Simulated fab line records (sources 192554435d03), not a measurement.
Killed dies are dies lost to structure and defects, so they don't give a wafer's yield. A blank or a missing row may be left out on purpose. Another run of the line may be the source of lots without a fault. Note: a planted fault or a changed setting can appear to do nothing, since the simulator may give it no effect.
fab line records	flow n5Finfet	part 2 of 2: steps 4 to 6 of 6
record lots=21	wafers=63	lastDay=19
route steps=1938 shown BEOL_M0_SAQP@677 BEOL_M0@720 BEOL_M1@751
lots untouched by any fault: they come from a run of this same line in which no faults occurred
startH: hours from the record's opening day to when the first of the lot's shown wafers began	waitH: hours from the lot's prior step to this one	" unchanged from the row above	L1.1+2: a single row standing in for several wafers	- no value present, or no start provided	* or withheld: withheld	< > ~ a bound
route shown NAME@n: a module of which the file shows steps, and the number in the route of the first	usual: mean and standard deviation over wafers with no fault	same: alike in all rows	chamber/n: place in a boat	sites: per-site readings	_std_site: how widely they spread, as a standard deviation	_edge_site: mean of outer sites minus mean of inner sites	radiusMm: for every site, how far away it sits from the centre of the wafer	mask NAME#n: copy n	behind: the most recent tool/chamber to have shaped the wafer	hold: why the lot was held/for how many hours/how that ended	device: the n, p or np transistor that did not switch	end of line: the route-end tests of the same wafers	step lacking rows: just its recipe	killed: dies that structure and defects cost at the first sort, which is not the same as the wafer's yield	map: a wafer's dies, x killed, . not, _ none there
set.NAME: the setting the step ran with; set.NAME@STEP: the setting that earlier step ran with	model.NAME: the simulator's own value behind a step, which no gauge read
one table for each step of the route and one row for each wafer, over a sample of lots
services: the hour from which a tool's chamber was out of use, counted from the record's first day as startH (under 0 if before that day), plus the number of hours and why
## steps
# step N5_BEOL_M0_ETCH_128
# recipe chemistry=CF4/N2	targetDepthA=120	overetchA=51	target=SiCN	timeS=21.4	ionEnergyEv=150	pressureMtorr=40	sourceW=430	biasW=70	Ar_flow_sccm=100	cf4FlowSccm=60	n2FlowSccm=60
# usual drypumpMotorCurrentA=5.7/0.42	oesProductAu=0.53/0.058	rfVppV=382.7/1.3	showerheadPlenumPTorr=2.22/0.044	throttleValvePct=15.46/0.18
# same timeS=21.4
lot.wafer	tool	chamber	startH	waitH	drypumpMotorCurrentA	oesProductAu	rfHoursCounterH	rfVppV	showerheadPlenumPTorr	throttleValvePct
L074.3	rieDiel-05	2	118.85	0.0	5.5	0.49	196	380.6	2.20	15.49
L074.5	"	1	"	"	5.4	0.52	-	383.0	2.20	15.60
L074.6	"	2	"	"	5.5	0.49	-	381.0	2.20	15.47
L075.2	rieDiel-02	2	122.53	0.1	5.8	0.62	25	383.5	2.25	15.26
L075.3	"	0	"	"	5.2	0.50	210	382.7	2.27	15.73
L075.5	"	0	"	"	5.2	0.49	-	383.4	2.27	15.73
L076.1	rieDiel-06	2	129.36	0.4	6.3	0.49	189	382.2	2.19	15.57
L076.2	"	0	"	"	5.8	0.63	20	383.6	2.24	15.26
L076.6	"	2	"	"	6.3	0.49	-	380.9	2.19	15.55
L078.1	rieDiel-02	2	139.05	0.4	5.8	0.59	32	383.6	2.24	15.28
L078.3	"	0	"	"	5.2	0.48	217	384.7	2.26	15.75
L078.4	"	1	"	"	5.0	0.49	215	382.1	2.18	15.50
L080.3	rieDiel-06	0	155.25	0.1	5.8	0.62	27	382.9	2.24	15.26
L080.5	"	3	"	"	5.8	0.52	-	383.6	2.19	15.47
L080.6	"	0	"	"	5.8	0.61	-	382.7	2.24	15.27
L081.1	rieDiel-02	3	158.03	0.1	6.4	0.65	6	386.0	2.34	15.22
L081.2	"	2	"	"	5.8	0.59	38	384.3	2.24	15.31
L081.5	"	3	"	"	6.3	0.65	-	387.2	2.34	15.22
L082.1	rieDiel-05	1	167.44	0.1	5.4	0.51	169	381.0	2.19	15.64
L082.2	"	3	"	"	5.3	0.59	27	382.4	2.24	15.16
L082.6	"	3	"	"	5.3	0.60	-	383.3	2.24	15.16
L083.1	rieDiel-05	1	169.93	0.0	5.4	0.50	169	381.8	2.19	15.64
L083.2	"	2	"	"	5.5	0.48	215	381.4	2.19	15.50
L083.3	"	0	"	"	6.3	0.49	167	381.0	2.19	15.57
L084.1	rieDiel-06	2	178.99	0.5	6.3	0.48	205	382.0	2.19	15.57
L084.5	"	3	"	"	5.8	0.51	-	382.3	2.18	15.48
L084.6	"	2	"	"	6.3	0.50	-	381.8	2.19	15.58
L085.1	rieDiel-05	1	185.95	0.0	5.4	0.50	174	383.3	2.19	15.64
L085.3	"	0	"	"	6.2	0.49	171	383.0	2.19	15.62
L085.6	"	2	"	"	5.5	0.48	-	381.8	2.19	15.51
L087.2	rieDiel-05	2	194.07	0.6	5.5	0.48	223	382.0	2.19	15.53
L087.5	"	0	"	"	6.2	0.50	-	381.5	2.19	15.62
L087.6	"	3	"	"	5.3	0.60	-	382.2	2.24	15.19
L086.1	rieDiel-06	0	197.03	0.0	5.8	0.60	39	383.6	2.24	15.30
L086.3	"	2	"	"	6.3	0.47	210	382.7	2.18	15.58
L086.5	"	1	"	"	5.7	0.58	-	383.0	2.26	15.23
L088.3	rieDiel-02	0	207.62	0.0	5.2	0.48	234	384.2	2.26	15.77
L088.5	"	3	"	"	6.4	0.63	-	386.3	2.33	15.25
L088.6	"	2	"	"	5.8	0.58	-	382.5	2.24	15.34
L089.1	rieDiel-06	2	210.91	0.2	6.3	0.47	213	381.3	2.18	15.61
L089.3	"	0	"	"	5.8	0.60	43	383.6	2.24	15.29
L089.6	"	2	"	"	6.3	0.48	-	381.5	2.18	15.59
L090.1	rieDiel-06	2	217.19	0.8	6.3	0.47	215	382.0	2.18	15.59
L090.3	"	1	"	"	5.8	0.57	49	384.5	2.26	15.25
L090.5	"	2	"	"	6.3	0.48	-	380.4	2.18	15.60
L091.1	rieDiel-02	0	218.05	0.1	5.2	0.47	239	381.9	2.26	15.79
L091.4	"	3	"	"	6.4	0.62	-	383.7	2.33	15.27
L091.6	"	0	"	"	5.2	0.48	-	383.6	2.26	15.80
L092.2	rieDiel-05	0	221.40	0.5	6.2	0.49	183	381.5	2.19	15.63
L092.3	"	3	"	"	5.3	0.59	42	384.6	2.24	15.20
L092.6	"	1	"	"	5.4	0.51	-	381.7	2.19	15.68
L093.1	rieDiel-05	2	229.71	0.5	5.5	0.47	233	381.8	2.18	15.55
L093.3	"	1	"	"	5.4	0.50	187	382.3	2.19	15.67
L093.5	"	1	"	"	5.4	0.50	-	381.6	2.18	15.67
L094.1	rieDiel-05	3	235.12	0.5	5.3	0.57	47	383.9	2.24	15.20
L094.2	"	2	"	"	5.5	0.46	235	381.8	2.18	15.54
L094.5	"	0	"	"	6.2	0.48	-	381.9	2.19	15.63
L095.1	rieDiel-06	0	237.67	0.0	5.8	0.58	52	383.3	2.23	15.33
L095.4	"	2	"	"	6.3	0.49	221	382.5	2.18	15.61
L095.6	"	2	"	"	6.3	0.48	-	383.1	2.18	15.61
L096.1	rieDiel-02	1	252.20	0.0	5.0	0.47	250	381.7	2.17	15.57
L096.3	"	2	"	"	5.8	0.57	69	383.2	2.23	15.37
L096.4	"	3	"	"	6.4	0.61	-	384.8	2.32	15.29
# step N5_BEOL_M0_PRE_CLEAN_131
# recipe gas=NH3/H2	timeS=15	tempC=*	rfPowerW=300
# usual heaterPowerW=90/24
# same timeS=15
lot.wafer	tool	chamber	startH	waitH	heaterPowerW	sinceWetCleanH
L074.3	cvdCo-02	2	121.27	0.0	75	203
L074.5	"	0	"	"	92	-
L074.6	"	2	"	"	75	-
L075.2	cvdCo-01	2	125.36	0.0	79	420
L075.3	"	0	"	"	69	-
L075.5	"	0	"	"	71	-
L076.1	cvdCo-02	0	133.46	0.0	93	675
L076.2	"	1	"	"	84	1112
L076.6	"	0	"	"	93	-
L078.1	cvdCo-02	2	143.83	0.1	77	226
L078.3	"	0	"	"	92	685
L078.4	"	0	"	"	95	-
L080.3	cvdCo-01	2	157.71	0.0	79	452
L080.5	"	0	"	"	70	-
L080.6	"	2	"	"	78	-
L081.1	cvdCo-01	2	161.22	0.0	78	455
L081.2	"	1	"	"	145	25
L081.5	"	0	"	"	71	-
L082.1	cvdCo-02	1	172.28	0.0	81	1151
L082.2	"	0	"	"	93	714
L082.6	"	2	"	"	75	-
L083.1	cvdCo-02	0	172.88	0.0	94	714
L083.2	"	1	"	"	82	1152
L083.3	"	2	"	"	75	255
L084.1	cvdCo-01	2	183.40	0.0	79	478
L084.5	"	0	"	"	71	-
L084.6	"	1	"	"	141	-
L085.1	cvdCo-01	1	190.60	0.0	143	54
L085.3	"	0	"	"	69	951
L085.6	"	0	"	"	73	-
L087.2	cvdCo-01	1	197.70	0.0	149	61
L087.5	"	2	"	"	77	-
L087.6	"	0	"	"	71	-
L086.1	cvdCo-02	2	200.87	0.0	76	283
L086.3	"	1	"	"	83	1180
L086.5	"	0	"	"	92	-
L088.3	cvdCo-01	0	210.65	0.1	72	971
L088.5	"	0	"	"	72	-
L088.6	"	1	"	"	144	-
L089.1	cvdCo-01	0	213.78	0.0	72	974
L089.3	"	2	"	"	79	508
L089.6	"	1	"	"	143	-
L090.1	cvdCo-02	2	220.32	0.0	77	302
L090.3	"	0	"	"	95	762
L090.5	"	0	"	"	95	-
L091.1	cvdCo-01	1	220.59	0.0	142	84
L091.4	"	2	"	"	78	-
L091.6	"	1	"	"	146	-
L092.2	cvdCo-01	2	225.46	0.0	79	520
L092.3	"	1	"	"	143	89
L092.6	"	1	"	"	144	-
L093.1	cvdCo-02	2	234.82	0.0	77	317
L093.3	"	1	"	"	83	1213
L093.5	"	0	"	"	94	-
L094.1	cvdCo-02	2	239.32	0.0	76	321
L094.2	"	0	"	"	94	781
L094.5	"	0	"	"	95	-
L095.1	cvdCo-02	0	241.63	0.1	94	783
L095.4	"	2	"	"	76	-
L095.6	"	0	"	"	96	-
L096.1	cvdCo-01	1	255.74	0.1	144	119
L096.3	"	0	"	"	72	1016
L096.4	"	1	"	"	145	-
# step N5_BEOL_M1_ILD_DEP_00
# recipe material=SiOC	targetThkA=790	tempC=350	precursor=DEMS/O2	pressureTorr=5	rfW=500	timeS=15.3
# usual heaterPowerW=474/49	showerheadPlenumPTorr=5.694/0.012	throttleValvePct=12.3/0.64
# same timeS=15.3
lot.wafer	tool	chamber	startH	waitH	heaterPowerW	showerheadPlenumPTorr	sinceWetCleanH	throttleValvePct
L074.3	pecvd-03	2	121.55	0.0	427	5.701	71	11.5
L074.5	"	0	"	"	413	5.696	-	12.3
L074.6	"	1	"	"	485	5.689	-	13.1
L075.2	pecvd-02	2	125.71	0.0	494	5.684	418	11.3
L075.3	"	0	"	"	511	5.702	1192	12.6
L075.5	"	2	"	"	487	5.689	-	11.0
L076.1	pecvd-02	0	133.75	0.0	519	5.704	1200	12.4
L076.2	"	1	"	"	440	5.687	1925	12.0
L076.6	"	2	"	"	526	5.689	-	11.3
L078.1	pecvd-03	1	144.12	0.0	444	5.706	1573	13.4
L078.3	"	2	"	"	436	5.684	94	11.7
L078.4	"	0	"	"	487	5.691	-	12.3
L080.3	pecvd-03	1	158.00	0.0	504	5.681	1587	13.2
L080.5	"	1	"	"	516	5.670	-	13.1
L080.6	"	2	"	"	372	5.694	-	11.6
L081.1	pecvd-01	0	161.51	0.0	503	5.704	684	12.8
L081.2	"	2	"	"	481	5.666	2134	13.4
L081.5	"	0	"	"	510	5.693	-	12.8
L082.1	pecvd-03	2	172.57	0.0	421	5.694	122	11.7
L082.2	"	0	"	"	489	5.702	876	12.0
L082.6	"	2	"	"	430	5.694	-	11.5
L083.1	pecvd-01	0	173.16	0.0	467	5.713	696	12.4
L083.2	"	2	"	"	473	5.694	2146	13.8
L083.3	"	1	"	"	571	5.699	1421	12.1
L084.1	pecvd-02	1	183.69	0.0	475	5.680	1975	11.7
L084.5	"	0	"	"	521	5.675	-	12.6
L084.6	"	1	"	"	507	5.688	-	11.9
L085.1	pecvd-01	1	190.88	0.0	539	5.699	1439	12.3
L085.3	"	2	"	"	428	5.685	2164	13.7
L085.6	"	1	"	"	527	5.707	-	12.0
L087.2	pecvd-01	0	198.02	0.0	470	5.704	721	12.8
L087.5	"	2	"	"	414	5.681	-	13.4
L087.6	"	0	"	"	464	5.685	-	12.7
L086.1	pecvd-03	0	201.15	0.0	489	5.703	905	12.0
L086.3	"	1	"	"	484	5.705	1630	13.2
L086.5	"	1	"	"	493	5.695	-	12.9
L088.3	pecvd-01	0	210.94	0.0	441	5.697	734	12.4
L088.5	"	0	"	"	444	5.683	-	12.9
L088.6	"	2	"	"	432	5.665	-	13.6
L089.1	pecvd-03	1	214.07	0.0	487	5.677	1643	13.2
L089.3	"	2	"	"	383	5.688	164	11.7
L089.6	"	1	"	"	499	5.683	-	13.2
L090.1	pecvd-01	0	220.61	0.0	493	5.702	743	12.6
L090.3	"	0	"	"	487	5.681	-	12.8
L090.5	"	1	"	"	569	5.714	-	12.1
L091.1	pecvd-02	2	220.91	0.0	520	5.702	514	11.4
L091.4	"	2	"	"	515	5.695	-	11.2
L091.6	"	1	"	"	454	5.679	-	11.8
L092.2	pecvd-01	0	225.77	0.0	492	5.703	748	12.7
L092.3	"	1	"	"	586	5.705	-	12.0
L092.6	"	0	"	"	482	5.693	-	12.7
L093.1	pecvd-03	0	235.11	0.0	443	5.708	939	12.5
L093.3	"	1	"	"	486	5.690	-	13.1
L093.5	"	1	"	"	499	5.700	-	12.9
L094.1	pecvd-03	0	239.61	0.0	425	5.688	943	12.0
L094.2	"	1	"	"	485	5.689	1668	13.1
L094.5	"	0	"	"	425	5.699	-	12.4
L095.1	pecvd-03	1	241.95	0.0	459	5.700	1671	13.0
L095.4	"	0	"	"	453	5.694	-	12.4
L095.6	"	1	"	"	456	5.690	-	13.1
L096.1	pecvd-02	2	256.03	0.0	537	5.686	549	11.7
L096.3	"	1	"	"	442	5.690	2047	11.8
L096.4	"	1	"	"	458	5.697	-	11.5
## services
tool	chamber	startH	hours	kind
cvdCo-02	1	87.37	6.2	repair
pecvd-01	1	96.26	6.5	repair
rieDiel-02	2	98.10	16.2	repair
pecvd-03	-	102.54	6.0	pm
rieDiel-04	2	115.56	19.2	repair
rieDiel-05	3	118.81	5.5	repair
rieDiel-01	3	139.01	5.3	repair
rieDiel-04	2	153.49	7.9	repair
rieDiel-02	0	153.84	5.9	repair
rieDiel-03	2	154.27	4.0	repair
rieDiel-02	1	156.34	5.9	repair
cvdCo-02	-	158.69	6.9	pm
pecvd-03	-	162.43	2.2	repair
pecvd-02	-	165.07	2.8	pm
rieDiel-01	3	175.59	15.8	repair
rieDiel-03	-	179.33	2.8	pm
rieDiel-02	0	190.66	4.0	repair
rieDiel-04	2	200.78	4.9	repair
rieDiel-04	0	210.17	13.3	repair
rieDiel-02	2	212.97	7.8	repair
pecvd-01	2	215.87	20.5	repair
pecvd-03	1	223.73	6.0	repair
rieDiel-02	0	233.99	1.9	repair
pecvd-03	2	234.72	9.0	repair
